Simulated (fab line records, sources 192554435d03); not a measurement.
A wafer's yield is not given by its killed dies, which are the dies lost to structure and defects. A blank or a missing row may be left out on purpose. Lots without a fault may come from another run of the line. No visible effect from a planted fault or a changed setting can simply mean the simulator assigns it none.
fab line records | flow n5Finfet
[record] lots = 21 wafers = 63 lastDay = 18
route steps=1938 shown BEOL_M0_SAQP@691 BEOL_M0@715
lots with no fault: from the same line, run without faults
startH: the number of hours between the record's first day and the start of the first shown wafer of the lot | waitH: hours elapsed since this lot's preceding step | " same as the row above | L1.1+2: a row that stands for several wafers | - no value, or no start was given | * or withheld: withheld | < > ~ a bound
route shown NAME@n: names a module that has steps shown in the file, with the first one's number in the route | usual: mean/standard deviation of fault-free wafers | same: alike in all rows | chamber/n: place in a boat | sites: each site's reading | _std_site: the values' standard deviation | _edge_site: the outer-site mean with the inner-site mean subtracted | radiusMm: how far each site lies from the wafer's centre | mask NAME#n: copy n | behind: the last tool/chamber to shape the wafer | hold: the reason the lot was held/the length of the hold in hours/how it ended | device: which transistor (n, p or np) failed to switch | end of line: the tests these same wafers got at the end of their route | a step with no rows: only its recipe | killed: not the wafer's yield, but the dies lost to structure and defects at the first sort | map: a wafer's dies, marking killed ones x, the rest . and places with no die _
set.NAME: the setting the step ran with; set.NAME@STEP: the setting that earlier step ran with | model.NAME: the simulator's own value behind a step, which no gauge read
the route's steps for a sample of lots (tables are steps, rows are wafers)
services: from which hour (startH, from the record's first day; less than 0 if before it) a tool's chamber was out of use, for how many hours, and why
[[steps]]
[step N5_BEOL_M0_SAQP_INSPECT_42]
[recipe] mode = adi inspectInstrument = brightfield
[usual] rawDefectCount = 291/90
// columns lot.wafer tool chamber startH waitH rawDefectCount
L074.1 defectInspect-01 - 117.31 0.1 201
L074.4 " - " " 348
L074.6 " - " " 235
L076.3 defectInspect-02 - 126.27 0.0 260
L076.4 " - " " 186
L076.6 " - " " 255
L075.1 defectInspect-01 - 126.66 0.1 215
L075.2 " - " " 229
L075.6 " - " " 190
L077.1 defectInspect-01 - 130.55 0.1 372
L077.4 " - " " 411
L077.5 " - " " 497
L078.1 defectInspect-01 - 132.51 0.1 341
L078.4 " - " " 332
L078.6 " - " " 352
L080.1 defectInspect-02 - 147.55 0.1 318
L080.5 " - " " 628
L080.6 " - " " 418
L081.1 defectInspect-02 - 153.80 0.1 312
L081.2 " - " " 398
L081.3 " - " " 407
L082.1 defectInspect-02 - 158.24 0.1 296
L082.2 " - " " 254
L082.3 " - " " 276
L083.2 defectInspect-02 - 165.43 0.0 375
L083.4 " - " " 357
L083.5 " - " " 434
L084.2 defectInspect-02 - 172.57 0.0 241
L084.4 " - " " 277
L084.5 " - " " 345
L085.1 defectInspect-02 - 178.50 0.1 362
L085.4 " - " " 346
L085.6 " - " " 345
L086.1 defectInspect-02 - 195.77 0.1 244
L086.4 " - " " 333
L086.5 " - " " 151
L087.3 defectInspect-01 - 199.24 0.0 173
L087.5 " - " " 282
L087.6 " - " " 207
L090.2 defectInspect-01 - 211.67 0.0 358
L090.4 " - " " 314
L090.6 " - " " 214
L091.1 defectInspect-01 - 212.95 0.1 235
L091.2 " - " " 346
L091.4 " - " " 353
L093.1 defectInspect-02 - 224.25 0.1 221
L093.2 " - " " 224
L093.4 " - " " 393
L092.1 defectInspect-01 - 230.45 0.1 227
L092.4 " - " " 229
L092.5 " - " " 359
L094.3 defectInspect-02 - 232.67 0.0 265
L094.5 " - " " 226
L094.6 " - " " 347
L095.1 defectInspect-02 - 241.03 0.1 212
L095.2 " - " " 262
L095.3 " - " " 268
L096.1 defectInspect-01 - 246.90 0.1 245
L096.3 " - " " 242
L096.4 " - " " 218
L097.2 defectInspect-01 - 256.24 0.0 260
L097.4 " - " " 153
L097.6 " - " " 233
[step N5_BEOL_M0_SAQP_ETCH_49]
[recipe] chemistry = CF4/O2 targetDepthA = 370 target = SiO2 pressureMtorr = 40 sourceW = 535 biasW = 49 Ar_flow_sccm = 100 cf4FlowSccm = 100 O2_flow_sccm = 10 ionEnergyEv = 100
[usual] drypumpMotorCurrentA = 5.8/0.38 mfcArSccm = 100.03/0.28 oes_ar_750_au = 0.77/0.091 oes_o_777_au = 0.77/0.095 oesProductAu = 0.78/0.095 rfVppV = 242/4.9 showerheadPlenumPTorr = 2.19/0.077 throttleValvePct = 16.00/0.26
// columns lot.wafer tool chamber startH waitH drypumpMotorCurrentA mfcArSccm oes_ar_750_au oes_o_777_au oesProductAu rfHoursCounterH rfVppV showerheadPlenumPTorr throttleValvePct
L074.1 rieDiel-06 0 118.45 0.3 5.4 99.80 0.73 0.70 0.72 224 237 2.11 16.25
L074.4 " 3 " " 5.9 100.24 0.93 0.94 0.95 14 248 2.17 15.69
L074.6 " 0 " " 5.5 99.65 0.73 0.70 0.72 - 237 2.11 16.27
L076.3 rieDiel-05 3 127.52 0.4 5.9 100.09 0.76 0.78 0.77 133 242 2.29 15.98
L076.4 " 0 " " 5.4 99.95 0.75 0.74 0.76 126 239 2.14 15.88
L076.6 " 2 " " 5.4 99.92 0.68 0.68 0.68 - 251 2.28 16.40
L075.1 rieDiel-05 0 127.94 0.3 5.4 100.37 0.74 0.74 0.76 126 239 2.14 15.87
L075.2 " 3 " " 5.9 99.89 0.77 0.77 0.78 133 243 2.29 16.01
L075.6 " 1 " " 6.2 99.79 0.69 0.67 0.69 - 253 2.25 15.84
L077.1 rieDiel-01 2 131.54 0.3 6.0 100.07 0.74 0.74 0.75 136 235 2.13 15.65
L077.4 " 3 " " 5.9 100.14 0.70 0.70 0.68 238 239 2.17 16.23
L077.5 " 3 " " 5.9 99.83 0.69 0.71 0.67 - 238 2.17 16.22
L078.1 rieDiel-06 1 133.51 0.4 6.2 100.11 0.77 0.78 0.78 144 241 2.29 16.09
L078.4 " 0 " " 5.5 99.90 0.72 0.70 0.72 228 238 2.11 16.26
L078.6 " 1 " " 6.2 99.99 0.77 0.79 0.77 - 241 2.29 16.12
L080.1 rieDiel-06 0 148.56 0.3 5.5 99.89 0.72 0.69 0.71 234 238 2.10 16.28
L080.5 " 0 " " 5.5 99.85 0.72 0.70 0.71 - 237 2.10 16.27
L080.6 " 2 " " 5.7 99.97 0.70 0.69 0.70 - 237 2.10 16.37
L081.1 rieDiel-05 3 155.00 0.3 5.9 99.70 0.76 0.78 0.76 143 244 2.29 16.01
L081.2 " 0 " " 5.4 100.17 0.74 0.73 0.75 136 239 2.13 15.90
L081.3 " 3 " " 5.9 99.74 0.75 0.77 0.76 - 245 2.29 16.01
L082.1 rieDiel-05 3 159.10 0.3 5.9 100.68 0.76 0.76 0.76 145 245 2.29 16.01
L082.2 " 0 " " 5.4 100.20 0.73 0.72 0.74 138 239 2.13 15.89
L082.3 " 1 " " 6.2 99.65 0.68 0.66 0.67 259 251 2.25 15.83
L083.2 rieDiel-01 3 166.39 0.4 5.9 100.48 0.69 0.70 0.68 247 242 2.16 16.24
L083.4 " 2 " " 6.0 100.81 0.73 0.72 0.74 147 234 2.13 15.69
L083.5 " 3 " " 5.9 100.05 0.69 0.70 0.68 - 240 2.16 16.26
L084.2 rieDiel-06 2 173.41 0.3 5.7 100.66 0.69 0.68 0.70 234 237 2.09 16.39
L084.4 " 0 " " 5.5 100.21 0.72 0.70 0.70 239 236 2.10 16.29
L084.5 " 3 " " 5.9 100.52 0.90 0.91 0.91 - 246 2.16 15.71
L085.1 rieDiel-05 3 179.43 0.3 5.9 99.40 0.75 0.75 0.76 152 244 2.29 16.03
L085.4 " 3 " " 5.9 99.97 0.75 0.76 0.76 - 243 2.29 16.03
L085.6 " 0 " " 5.4 100.32 0.72 0.72 0.75 - 237 2.13 15.89
L086.1 rieDiel-05 2 197.05 0.6 5.4 99.47 0.91 0.91 0.91 11 242 2.27 15.95
L086.4 " 1 " " 6.2 100.44 0.98 0.96 1.00 2 252 2.25 15.32
L086.5 " 1 " " 6.2 100.08 0.99 0.96 0.99 - 252 2.25 15.32
L087.3 rieDiel-01 2 200.16 0.3 6.0 100.00 0.73 0.73 0.73 157 233 2.13 15.68
L087.5 " 1 " " 4.9 100.06 0.69 0.67 0.69 - 244 2.28 16.10
L087.6 " 2 " " 6.0 100.05 0.72 0.72 0.73 - 234 2.13 15.70
L090.2 rieDiel-06 3 212.85 0.3 5.9 100.34 0.87 0.89 0.89 42 248 2.16 15.74
L090.4 " 2 " " 5.8 99.65 0.69 0.68 0.67 244 238 2.09 16.42
L090.6 " 1 " " 6.2 100.37 0.75 0.77 0.76 - 240 2.28 16.14
L091.1 rieDiel-06 1 213.94 0.4 6.2 100.17 0.75 0.77 0.76 167 239 2.28 16.16
L091.2 " 2 " " 5.8 99.69 0.69 0.67 0.68 245 237 2.09 16.40
L091.4 " 1 " " 6.2 100.22 0.75 0.77 0.75 - 240 2.28 16.15
L093.1 rieDiel-06 2 226.40 0.3 5.8 100.09 0.68 0.67 0.68 249 237 2.09 16.42
L093.2 " 1 " " 6.2 99.97 0.75 0.77 0.75 172 240 2.28 16.14
L093.4 " 1 " " 6.2 99.87 0.75 0.76 0.75 - 240 2.28 16.14
L092.1 rieDiel-06 2 231.32 0.3 5.7 100.15 0.68 0.67 0.67 251 236 2.09 16.42
L092.4 " 3 " " 5.9 99.88 0.87 0.88 0.87 - 246 2.16 15.76
L092.5 " 1 " " 6.2 100.33 0.75 0.77 0.75 - 240 2.28 16.17
L094.3 rieDiel-05 3 233.51 0.3 5.9 100.14 0.73 0.75 0.74 168 244 2.28 16.04
L094.5 " 0 " " 5.4 100.14 0.72 0.71 0.72 - 238 2.13 15.93
L094.6 " 1 " " 6.2 100.05 0.94 0.91 0.96 - 252 2.24 15.34
L095.1 rieDiel-06 3 241.95 0.3 5.9 99.79 0.86 0.87 0.88 51 247 2.16 15.75
L095.2 " 0 " " 5.5 100.08 0.97 0.95 0.98 3 242 2.36 15.80
L095.3 " 1 " " 6.2 100.12 0.74 0.76 0.74 177 239 2.28 16.16
L096.1 rieDiel-06 1 248.07 0.4 6.2 99.56 0.75 0.76 0.74 180 241 2.27 16.17
L096.3 " 3 " " 5.9 100.31 0.86 0.87 0.86 54 245 2.15 15.76
L096.4 " 1 " " 6.2 99.65 0.74 0.75 0.74 - 240 2.28 16.19
L097.2 rieDiel-01 1 257.13 0.3 5.0 99.90 0.68 0.66 0.68 225 243 2.27 16.12
L097.4 " 3 " " 5.9 99.72 0.93 0.94 0.92 19 240 2.16 15.75
L097.6 " 1 " " 5.0 100.20 0.69 0.66 0.69 - 244 2.27 16.14
[step N5_BEOL_M0_ETCH_138]
[recipe] chemistry = CH3F/O2 targetDepthA = 120 target = SiCN timeS = 31.6 ionEnergyEv = 120 pressureMtorr = 30 sourceW = 395 biasW = 75 Ar_flow_sccm = 150 CH3F_flow_sccm = 30 O2_flow_sccm = 20 ends = cleared
[usual] drypumpMotorCurrentA = 5.7/0.43 etchRfOnTimeS = 28.9/0.87 mfcArSccm = 150.1/0.45 oesProductAu = 0.72/0.074 rfVppV = 296.7/1.5 showerheadPlenumPTorr = 1.97/0.059 throttleValvePct = 16.28/0.2
// columns lot.wafer tool chamber startH waitH drypumpMotorCurrentA etchRfOnTimeS mfcArSccm oesProductAu rfHoursCounterH rfVppV showerheadPlenumPTorr throttleValvePct
L074.1 rieDiel-04 3 119.46 0.0 6.4 28.8 150.2 0.59 222 299.1 2.06 16.59
L074.4 " 0 " " 5.2 29.1 150.0 0.71 96 297.2 1.94 16.55
L074.6 " 3 " " 6.4 29.8 150.7 0.59 - 298.8 2.06 16.61
L076.3 rieDiel-02 2 128.31 0.0 5.5 28.0 149.2 0.78 34 296.8 1.96 16.23
L076.4 " 2 " " 5.5 28.5 149.8 0.77 - 295.7 1.96 16.23
L076.6 " 1 " " 6.6 29.6 149.8 0.79 - 295.5 1.97 16.08
L075.1 rieDiel-03 3 128.73 0.0 5.2 28.3 151.5 0.61 172 296.1 1.91 16.46
L075.2 " 2 " " 5.7 28.4 150.8 0.77 20 296.9 1.96 16.16
L075.6 " 1 " " 5.6 29.0 150.3 0.60 - 296.4 1.97 16.90
L077.1 rieDiel-04 3 132.36 0.0 6.4 29.4 149.6 0.59 228 297.6 2.06 16.60
L077.4 " 2 " " 6.1 29.0 149.9 0.72 60 298.4 2.02 16.05
L077.5 " 0 " " 5.1 29.6 150.1 0.69 - 297.0 1.94 16.57
L078.1 rieDiel-02 2 134.27 0.0 5.5 28.1 150.1 0.77 37 298.2 1.96 16.25
L078.4 " 1 " " 6.7 29.4 150.4 0.80 - 295.1 1.97 16.07
L078.6 " 3 " " 5.5 28.8 150.1 0.58 - 294.5 1.89 16.49
L080.1 rieDiel-03 2 150.00 0.0 5.7 28.2 150.1 0.75 30 295.8 1.95 16.19
L080.5 " 3 " " 5.2 29.1 149.9 0.60 - 295.5 1.90 16.47
L080.6 " 2 " " 5.7 29.1 150.5 0.76 - 297.0 1.95 16.19
L081.1 rieDiel-03 0 156.81 0.0 5.4 29.5 149.4 0.81 9 296.7 1.95 16.23
L081.2 " 2 " " 5.7 29.0 150.2 0.75 34 296.4 1.95 16.22
L081.3 " 3 " " 5.2 29.6 150.6 0.60 187 296.9 1.90 16.47
L082.1 rieDiel-03 2 159.78 0.0 5.7 27.5 151.3 0.75 36 296.7 1.95 16.18
L082.2 " 0 " " 5.4 28.7 150.0 0.81 10 297.6 1.95 16.22
L082.3 " 3 " " 5.3 28.6 150.0 0.60 188 296.0 1.90 16.48
L083.2 rieDiel-02 2 167.17 0.0 5.5 27.2 149.8 0.74 55 294.7 1.95 16.27
L083.4 " 0 " " 5.6 29.1 150.6 0.83 - 299.6 2.04 16.05
L083.5 " 2 " " 5.5 29.1 149.4 0.75 - 295.7 1.95 16.27
L084.2 rieDiel-04 1 174.39 0.0 5.8 28.3 150.0 0.76 44 296.6 1.96 16.09
L084.4 " 2 " " 6.1 27.2 149.9 0.72 64 297.6 2.02 16.05
L084.5 " 1 " " 5.8 29.2 150.5 0.75 - 297.0 1.96 16.10
L085.1 rieDiel-02 1 180.09 0.0 6.6 27.6 150.3 0.76 33 295.8 1.96 16.13
L085.4 " 1 " " 6.6 28.6 150.6 0.76 - 296.1 1.96 16.13
L085.6 " 2 " " 5.5 28.9 151.0 0.74 - 295.3 1.95 16.28
L086.1 rieDiel-04 2 197.71 0.0 6.1 27.3 150.6 0.72 73 297.5 2.02 16.08
L086.4 " 1 " " 5.8 29.3 150.4 0.74 54 296.6 1.95 16.14
L086.5 " 1 " " 5.8 28.3 150.6 0.74 - 296.9 1.95 16.11
L087.3 rieDiel-02 2 200.82 0.0 5.5 28.3 149.5 0.72 70 295.7 1.95 16.32
L087.5 " 0 " " 5.6 29.6 149.9 0.80 - 298.6 2.04 16.11
L087.6 " 3 " " 5.6 28.0 149.3 0.81 - 300.7 2.14 15.98
L090.2 rieDiel-03 1 213.64 0.0 5.6 28.5 150.9 0.81 14 297.0 1.96 16.48
L090.4 " 2 " " 5.7 30.0 149.8 0.73 53 296.6 1.95 16.23
L090.6 " 1 " " 5.6 29.3 150.5 0.80 - 294.9 1.96 16.48
L091.1 rieDiel-03 1 214.73 0.0 5.6 28.6 149.5 0.80 14 299.0 1.96 16.46
L091.2 " 0 " " 5.4 28.8 149.8 0.77 29 296.3 1.95 16.25
L091.4 " 2 " " 5.7 28.2 149.8 0.72 53 295.8 1.95 16.22
L093.1 rieDiel-03 0 227.21 0.0 5.4 27.6 150.1 0.77 32 297.2 1.95 16.27
L093.2 " 1 " " 5.5 26.9 149.7 0.80 17 297.4 1.96 16.47
L093.4 " 2 " " 5.7 28.4 150.4 0.72 56 296.1 1.95 16.23
L092.1 rieDiel-04 0 231.98 0.0 5.1 29.5 150.2 0.67 133 296.6 1.93 16.62
L092.4 " 0 " " 5.1 27.7 150.6 0.67 - 296.3 1.93 16.64
L092.5 " 1 " " 5.8 30.6 149.9 0.73 - 297.2 1.95 16.15
L094.3 rieDiel-03 1 234.30 0.0 5.6 28.0 149.9 0.79 19 295.4 1.96 16.49
L094.5 " 2 " " 5.7 29.1 149.4 0.72 - 296.7 1.94 16.23
L094.6 " 1 " " 5.6 29.0 149.9 0.80 - 296.9 1.96 16.48
L095.1 rieDiel-02 2 242.61 0.0 5.5 28.8 149.8 0.72 84 295.6 1.94 16.33
L095.2 " 3 " " 5.6 28.3 150.2 0.78 17 299.9 2.13 16.01
L095.3 " 0 " " 5.7 28.9 150.4 0.76 33 298.3 2.03 16.11
L096.1 rieDiel-02 2 248.73 0.0 5.5 27.9 150.9 0.71 86 295.5 1.94 16.33
L096.3 " 0 " " 5.6 27.7 149.9 0.76 34 297.4 2.03 16.12
L096.4 " 1 " " 6.6 28.3 150.3 0.72 59 296.2 1.95 16.16
L097.2 rieDiel-02 0 257.79 0.0 5.6 28.2 149.3 0.77 38 297.7 2.03 16.11
L097.4 " 2 " " 5.5 28.3 149.9 0.70 90 297.5 1.94 16.35
L097.6 " 3 " " 5.6 28.0 150.2 0.76 - 300.6 2.13 16.04
[step N5_BEOL_M0_ETCH_109]
[recipe] chemistry = CH3F/O2 targetDepthA = 80 overetchA = 24 target = SiCN timeS = 27.4 ionEnergyEv = 120 pressureMtorr = 30 sourceW = 395 biasW = 75 Ar_flow_sccm = 150 CH3F_flow_sccm = 30 O2_flow_sccm = 20
[usual] drypumpMotorCurrentA = 5.7/0.45 mfcArSccm = 150.0/0.44 oesProductAu = 0.71/0.067 rfVppV = 296.8/1.4 showerheadPlenumPTorr = 1.98/0.059 throttleValvePct = 16.30/0.2
// columns lot.wafer tool chamber startH waitH drypumpMotorCurrentA mfcArSccm oesProductAu rfHoursCounterH rfVppV showerheadPlenumPTorr throttleValvePct
L074.1 rieDiel-02 3 121.39 0.3 5.5 149.9 0.59 242 295.1 1.89 16.49
L074.4 " 2 " " 5.5 150.6 0.77 - 296.5 1.96 16.23
L074.6 " 0 " " 5.6 150.2 0.59 - 298.2 2.05 16.55
L076.3 rieDiel-04 0 129.23 0.0 5.1 150.1 0.69 100 295.8 1.94 16.56
L076.4 " 2 " " 6.1 150.9 0.74 59 297.5 2.02 16.06
L076.6 " 3 " " 6.4 150.2 0.59 - 298.4 2.06 16.60
L075.1 rieDiel-04 2 131.09 0.0 6.1 149.5 0.72 59 298.6 2.02 16.04
L075.2 " 3 " " 6.4 150.5 0.60 227 298.2 2.06 16.59
L075.6 " 0 " " 5.1 149.0 0.71 - 295.5 1.94 16.57
L077.1 rieDiel-02 2 133.99 0.3 5.5 150.6 0.76 37 297.6 1.96 16.25
L077.4 " 3 " " 5.5 150.3 0.60 - 295.5 1.89 16.48
L077.5 " 2 " " 5.5 150.6 0.77 - 297.2 1.96 16.25
L078.1 rieDiel-04 2 137.55 0.0 6.1 149.4 0.73 60 297.4 2.02 16.06
L078.4 " 0 " " 5.1 150.9 0.70 103 296.1 1.94 16.55
L078.6 " 1 " " 5.9 150.3 0.76 - 297.1 1.96 16.11
L080.1 rieDiel-03 2 157.14 1.1 5.7 149.7 0.73 35 296.6 1.95 16.20
L080.5 " 0 " " 5.4 149.7 0.82 - 297.6 1.96 16.23
L080.6 " 3 " " 5.2 150.1 0.60 - 295.6 1.90 16.46
L081.1 rieDiel-04 3 161.80 0.3 6.4 150.4 0.59 232 298.4 2.06 16.63
L081.2 " 0 " " 5.1 150.0 0.68 107 296.5 1.94 16.56
L081.3 " 1 " " 5.8 149.3 0.75 40 296.2 1.96 16.12
L082.1 rieDiel-04 3 161.87 0.2 6.4 150.3 0.59 232 298.1 2.06 16.61
L082.2 " 1 " " 5.8 149.9 0.76 40 296.9 1.96 16.09
L082.3 " 0 " " 5.1 150.4 0.69 107 295.0 1.94 16.58
L083.2 rieDiel-04 3 168.18 0.0 6.4 150.0 0.59 236 298.2 2.06 16.62
L083.4 " 1 " " 5.8 150.1 0.74 - 296.0 1.96 16.12
L083.5 " 3 " " 6.4 149.5 0.60 - 298.2 2.06 16.62
L084.2 rieDiel-02 1 180.93 0.1 6.7 150.4 0.74 34 296.8 1.96 16.12
L084.4 " 2 " " 5.5 149.6 0.72 - 296.3 1.95 16.28
L084.5 " 0 " " 5.7 149.6 0.82 - 298.4 2.04 16.07
L085.1 rieDiel-02 2 181.00 0.1 5.5 149.8 0.72 61 295.1 1.95 16.30
L085.4 " 1 " " 6.7 149.4 0.74 - 298.2 1.96 16.10
L085.6 " 2 " " 5.5 150.5 0.73 - 297.9 1.95 16.29
L086.1 rieDiel-03 2 204.55 0.1 5.7 149.8 0.73 50 296.5 1.95 16.23
L086.4 " 0 " " 5.4 148.7 0.79 25 298.3 1.95 16.24
L086.5 " 3 " " 5.2 150.0 0.59 - 294.8 1.90 16.51
L087.3 rieDiel-03 2 209.95 0.0 5.7 149.7 0.71 52 296.5 1.95 16.23
L087.5 " 2 " " 5.7 150.1 0.74 - 294.5 1.95 16.23
L087.6 " 1 " " 5.6 150.5 0.80 - 297.9 1.96 16.45
L090.2 rieDiel-04 2 215.09 0.0 6.1 150.4 0.70 78 297.7 2.02 16.07
L090.4 " 1 " " 5.8 150.2 0.74 - 295.9 1.95 16.14
L090.6 " 0 " " 5.1 150.3 0.69 - 297.3 1.93 16.60
L091.1 rieDiel-04 0 215.49 0.0 5.1 150.4 0.66 127 296.0 1.94 16.62
L091.2 " 2 " " 6.2 150.0 0.68 78 298.9 2.02 16.07
L091.4 " 0 " " 5.1 150.6 0.66 - 294.1 1.93 16.61
L093.1 rieDiel-02 0 229.77 0.2 5.6 150.1 0.77 28 299.4 2.04 16.12
L093.2 " 1 " " 6.6 150.8 0.72 53 296.6 1.96 16.17
L093.4 " 3 " " 5.6 150.0 0.76 12 300.4 2.13 16.03
L092.1 rieDiel-02 1 235.35 0.0 6.7 150.5 0.71 55 296.9 1.96 16.14
L092.4 " 0 " " 5.6 149.8 0.76 30 297.8 2.04 16.11
L092.5 " 0 " " 5.6 149.5 0.76 - 298.7 2.04 16.13
L094.3 rieDiel-02 1 235.60 0.1 6.6 150.3 0.73 55 297.0 1.96 16.17
L094.5 " 1 " " 6.7 150.4 0.73 - 296.6 1.96 16.15
L094.6 " 2 " " 5.5 150.5 0.72 - 296.1 1.94 16.33
L095.1 rieDiel-03 1 244.03 0.0 5.6 150.5 0.77 23 296.6 1.96 16.49
L095.2 " 3 " " 5.3 150.2 0.58 217 294.2 1.89 16.53
L095.3 " 2 " " 5.7 149.6 0.71 62 295.0 1.94 16.26
L096.1 rieDiel-02 1 252.90 1.0 6.6 149.5 0.72 61 298.7 1.95 16.18
L096.3 " 2 " " 5.5 150.4 0.69 87 295.4 1.94 16.33
L096.4 " 3 " " 5.5 149.5 0.76 19 300.3 2.13 16.02
L097.2 rieDiel-03 1 260.48 0.0 5.5 150.3 0.75 28 296.7 1.96 16.48
L097.4 " 2 " " 5.7 149.9 0.71 67 296.2 1.94 16.25
L097.6 " 2 " " 5.7 150.0 0.70 - 294.8 1.94 16.26
[step N5_BEOL_M0_ALD_136]
[recipe] material = TaN targetThkA = * tempC = 275 aldPrecursorFamily = PDMAT aldCoReactant = NH3 pressureTorr = 3 carrierFlowSccm = 1500 pulseTimeS = 2 purgeTimeS = 3 coReactantPurgeTimeS = 2 coReactantPulseTimeS = 3 aldCycles = 30 precursorVesselTempC = 75 precursorVesselPressureTorr = 26.25 precursorVesselCarrierSccm = 1000
[usual] heaterPowerW = 439/38 mfcCarrierSccm = 1500/4.2 precursorVesselCarrierSccm = 1000/3.1
[same] coReactantPurgeTimeS = 2
// columns lot.wafer tool chamber startH waitH heaterPowerW mfcCarrierSccm precursorVesselCarrierSccm
L074.1 aldMetal-01 2 121.92 0.0 478 1506 996
L074.4 " 0 " " 474 1492 999
L074.6 " 1 " " 410 1498 1002
L076.3 aldMetal-01 1 130.66 0.0 431 1496 997
L076.4 " 3 " " 460 1502 998
L076.6 " 1 " " 423 1505 1002
L075.1 aldMetal-03 3 133.43 0.0 432 1499 1000
L075.2 " 1 " " 539 1497 995
L075.6 " 1 " " 536 1494 996
L077.1 aldMetal-03 2 134.62 0.1 427 1489 1000
L077.4 " 2 " " 424 1493 1002
L077.5 " 1 " " 538 1500 997
L078.1 aldMetal-02 3 137.87 0.1 403 1497 1007
L078.4 " 1 " " 389 1500 997
L078.6 " 0 " " 427 1492 1005
L080.1 aldMetal-01 0 157.96 0.0 470 1493 1005
L080.5 " 2 " " 470 1493 1003
L080.6 " 3 " " 465 1500 1006
L081.1 aldMetal-03 0 162.07 0.0 390 1495 1003
L081.2 " 1 " " 547 1507 999
L081.3 " 3 " " 443 1498 1006
L082.1 aldMetal-02 2 162.18 0.0 463 1501 1000
L082.2 " 3 " " 403 1507 999
L082.3 " 1 " " 398 1502 1003
L083.2 aldMetal-02 1 168.72 0.3 399 1504 1002
L083.4 " 0 " " 414 1498 994
L083.5 " 1 " " 384 1507 1003
L084.2 aldMetal-03 0 181.73 0.2 393 1505 1001
L084.4 " 2 " " 424 1507 998
L084.5 " 3 " " 428 1505 1000
L085.1 aldMetal-02 1 181.95 0.2 388 1497 994
L085.4 " 3 " " 408 1497 1001
L085.6 " 2 " " 455 1495 1002
L086.1 aldMetal-01 0 205.37 0.1 468 1501 1001
L086.4 " 3 " " 449 1498 1004
L086.5 " 0 " " 472 1493 1003
L087.3 aldMetal-02 2 210.47 0.1 456 1497 1001
L087.5 " 1 " " 386 1510 1003
L087.6 " 2 " " 457 1495 1001
L090.2 aldMetal-03 0 215.83 0.0 404 1500 1001
L090.4 " 3 " " 428 1504 1003
L090.6 " 2 " " 418 1501 1000
L091.1 aldMetal-02 0 216.00 0.2 417 1494 1003
L091.2 " 2 " " 455 1500 1002
L091.4 " 3 " " 405 1500 1002
L093.1 aldMetal-02 2 230.08 0.0 464 1500 998
L093.2 " 0 " " 423 1499 1004
L093.4 " 1 " " 387 1496 1000
L092.1 aldMetal-02 3 235.83 0.0 411 1498 1000
L092.4 " 2 " " 462 1505 998
L092.5 " 2 " " 471 1499 993
L094.3 aldMetal-01 2 236.18 0.1 494 1497 999
L094.5 " 2 " " 467 1506 998
L094.6 " 1 " " 422 1496 1004
L095.1 aldMetal-01 1 244.56 0.1 410 1496 999
L095.2 " 0 " " 455 1500 997
L095.3 " 3 " " 468 1498 997
L096.1 aldMetal-01 1 253.27 0.1 407 1500 997
L096.3 " 2 " " 497 1498 999
L096.4 " 3 " " 461 1500 1001
L097.2 aldMetal-02 2 261.68 0.1 451 1503 1001
L097.4 " 3 " " 411 1499 1002
L097.6 " 0 " " 415 1497 1001
[step N5_BEOL_M0_ANNEAL_133]
[recipe] tempC = 400 timeS = 60 ambient = vacuum
[usual] heaterPowerW = 854/110
// columns lot.wafer tool chamber startH waitH heaterPowerW
L074.1 pvdSputter-02 - 122.75 0.0 865
L074.4 " - " " 808
L074.6 " - " " 874
L076.3 pvdSputter-01 - 131.34 0.0 974
L076.4 " - " " 1040
L076.6 " - " " 832
L075.1 pvdSputter-03 - 134.15 0.0 848
L075.2 " - " " 700
L075.6 " - " " 890
L077.1 pvdSputter-01 - 135.44 0.0 1047
L077.4 " - " " 943
L077.5 " - " " 943
L078.1 pvdSputter-02 - 138.46 0.0 810
L078.4 " - " " 890
L078.6 " - " " 771
L080.1 pvdSputter-03 - 158.73 0.0 848
L080.5 " - " " 704
L080.6 " - " " 867
L081.1 pvdSputter-01 - 162.70 0.0 783
L081.2 " - " " 785
L081.3 " - " " 956
L082.1 pvdSputter-02 - 162.77 0.0 770
L082.2 " - " " 916
L082.3 " - " " 795
L083.2 pvdSputter-03 - 170.09 0.0 688
L083.4 " - " " 857
L083.5 " - " " 715
L084.2 pvdSputter-01 - 184.17 0.0 1062
L084.4 " - " " 801
L084.5 " - " " 1082
L085.1 pvdSputter-03 - 184.47 0.0 865
L085.4 " - " " 684
L085.6 " - " " 857
L086.1 pvdSputter-01 - 206.08 0.0 796
L086.4 " - " " 1069
L086.5 " - " " 802
L087.3 pvdSputter-01 - 212.71 0.0 1001
L087.5 " - " " 955
L087.6 " - " " 825
L090.2 pvdSputter-02 - 216.63 0.0 797
L090.4 " - " " 788
L090.6 " - " " 896
L091.1 pvdSputter-03 - 216.85 0.0 873
L091.2 " - " " 704
L091.4 " - " " 831
L093.1 pvdSputter-01 - 234.91 0.0 756
L093.2 " - " " 830
L093.4 " - " " 949
L092.1 pvdSputter-01 - 236.53 0.0 959
L092.4 " - " " 1053
L092.5 " - " " 1058
L094.3 pvdSputter-02 - 236.91 0.0 817
L094.5 " - " " 879
L094.6 " - " " 765
L095.1 pvdSputter-01 - 245.17 0.0 1067
L095.2 " - " " 942
L095.3 " - " " 818
L096.1 pvdSputter-01 - 254.07 0.0 824
L096.3 " - " " 782
L096.4 " - " " 1074
L097.2 pvdSputter-03 - 262.38 0.0 708
L097.4 " - " " 698
L097.6 " - " " 841
[[services]]
// columns tool chamber startH hours kind
rieDiel-04 0 96.31 9.6 repair
aldMetal-01 0 110.54 5.9 repair
aldMetal-03 - 112.45 2.8 pm
rieDiel-06 3 115.07 1.5 repair
aldMetal-01 - 116.54 0.8 repair
rieDiel-05 - 119.41 0.5 repair
rieDiel-02 1 120.80 6.6 repair
rieDiel-02 0 121.77 3.9 repair
aldMetal-03 0 122.42 29.8 repair
rieDiel-04 - 133.18 1.8 repair
rieDiel-03 0 136.09 6.4 repair
rieDiel-04 - 142.48 14.6 pm
aldMetal-01 1 143.47 3.0 repair
rieDiel-06 1 147.10 9.0 repair
rieDiel-05 1 148.74 7.9 repair
pvdSputter-02 - 150.44 9.3 repair
aldMetal-03 2 156.55 7.5 repair
rieDiel-04 2 159.86 12.2 repair
rieDiel-06 0 162.19 6.6 repair
aldMetal-03 0 187.42 3.6 repair
aldMetal-02 0 198.39 3.3 repair
rieDiel-05 0 247.47 3.2 repair
rieDiel-05 3 249.30 7.6 repair
rieDiel-04 0 259.93 44.6 repair
[[key]]
fault none
